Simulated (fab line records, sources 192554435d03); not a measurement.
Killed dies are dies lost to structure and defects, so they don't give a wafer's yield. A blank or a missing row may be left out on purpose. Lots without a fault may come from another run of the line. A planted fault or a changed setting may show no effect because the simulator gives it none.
A struck lot beside a sound one | flow n5_finfet | 15 steps out of a route of 1938
Sound: wafers L349.1, L349.4, L349.6. Struck: wafers L359.1, L359.3. (L359.6 of the same lot was not struck and is left out.) The cause comes at the end.
At each step with rows: each side's tool, then ch and its chambers, then its first start. Under that, the readings that differ: sound wafers | struck wafers | difference of the means | sigmas: that difference in standard deviations of wafers without a fault.
alike: readings whose means differ by less than 2 such deviations, and words and numbers that are the same on both sides. not compared: withheld readings, readings that some wafer has no value for, bounds like >300 that may hide the same value, and numbers for which the record gives no deviation and whose values overlap.
The two part at a step that has a row with sigmas, a row that says differs or no value, or rows on one side only. Numbers that don't overlap but have no deviation are shown without sigmas and don't part them. A reading that every wafer of one side lacks parts them only if that side has two wafers or more.

first, 8 steps without rows for these wafers: N5_MIM_TOP_LITHO_HMDS_01 (time 60 s); N5_MIM_TOP_LITHO_COAT_02; N5_MIM_TOP_LITHO_EBR_04; N5_MIM_TOP_LITHO_SOFTBAKE_03 (time 90 s); N5_MIM_TOP_LITHO_EXPOSE_05 (exposes mask MIM TOP, target cd 2000 nm); N5_MIM_TOP_LITHO_PEB_06; N5_MIM_TOP_LITHO_DEVELOP_07 (develop time 60 s); N5_MIM_TOP_LITHO_HARDBAKE_09 (time 120 s).
N5_MIM_TOP_LITHO_CD_MEAS_08: target cd 2000 nm.
  sound on cd_sem-01 ch 0, day 12 06:37; struck on cd_sem-01 ch 0, day 14 22:01
  alike: cd_nm
N5_MIM_TOP_LITHO_OVL_MEAS_11:
  sound on overlay-01 ch 0, day 12 06:39; struck on overlay-01 ch 0, day 14 22:03
  alike: MIM_TOP_OVL
N5_MIM_TOP_LITHO_INSPECT_12: inspects for defects (macro).
  sound on defect_inspect-02, day 12 06:41; struck on defect_inspect-01, day 14 22:04
  alike: raw_defect_count
N5_MIM_TOP_LITHO_DESCUM_10: chemistry O2, time 7.9 s.
  sound on rie_diel-04 ch 1,3, day 12 06:43; struck on rie_diel-04 ch 0,2, day 14 22:07
  alike: drypump_motor_current_A, oes_product_au, rf_vpp_V, showerhead_plenum_p_Torr, throttle_valve_pct
  not compared: rf_hours_counter_h
N5_MIM_TOP_ETCH_ETCH_00: etches TiN in Cl2/BCl3, target depth 38.5 nm.
  sound on rie_metal-02 ch 0,1, day 12 06:49; struck on rie_metal-02 ch 0, day 14 22:11
  reading                     | sound             | struck      | difference | sigmas
  drypump_motor_current_A (A) | 5.0 6.0 6.0       | 5.0 5.0     | -0.7       | -2
  mfc_cl2_sccm (sccm)         | 53.34 53.18 53.11 | 57.95 57.78 | +4.66      | +29
  throttle_valve_pct (%)      | 22.88 22.87 22.89 | 23.40 23.40 | +0.52      | +2
  alike: oes_product_au
  not compared: rf_hours_counter_h
N5_MIM_TOP_ETCH_STRIP_01: strips in O2.
  sound on rie_diel-02 ch 1,3, day 12 06:57; struck on rie_diel-03 ch 1,2, day 14 22:21
  alike: drypump_motor_current_A, oes_product_au, rf_vpp_V, showerhead_plenum_p_Torr, throttle_valve_pct
  not compared: rf_hours_counter_h
then, 1 step without rows for these wafers: N5_PASSIVATION_PROBE_49.

WHERE THEY PART
Only at N5_MIM_TOP_ETCH_ETCH_00, within this record. Later steps at which nothing parts them and some readings are alike: N5_MIM_TOP_ETCH_STRIP_01.

WHY: what the simulator had put in
Process parameter drift: rie_metal-02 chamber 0, from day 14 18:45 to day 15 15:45, at N5_MIM_TOP_ETCH_ETCH_00. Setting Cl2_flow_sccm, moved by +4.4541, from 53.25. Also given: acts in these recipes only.
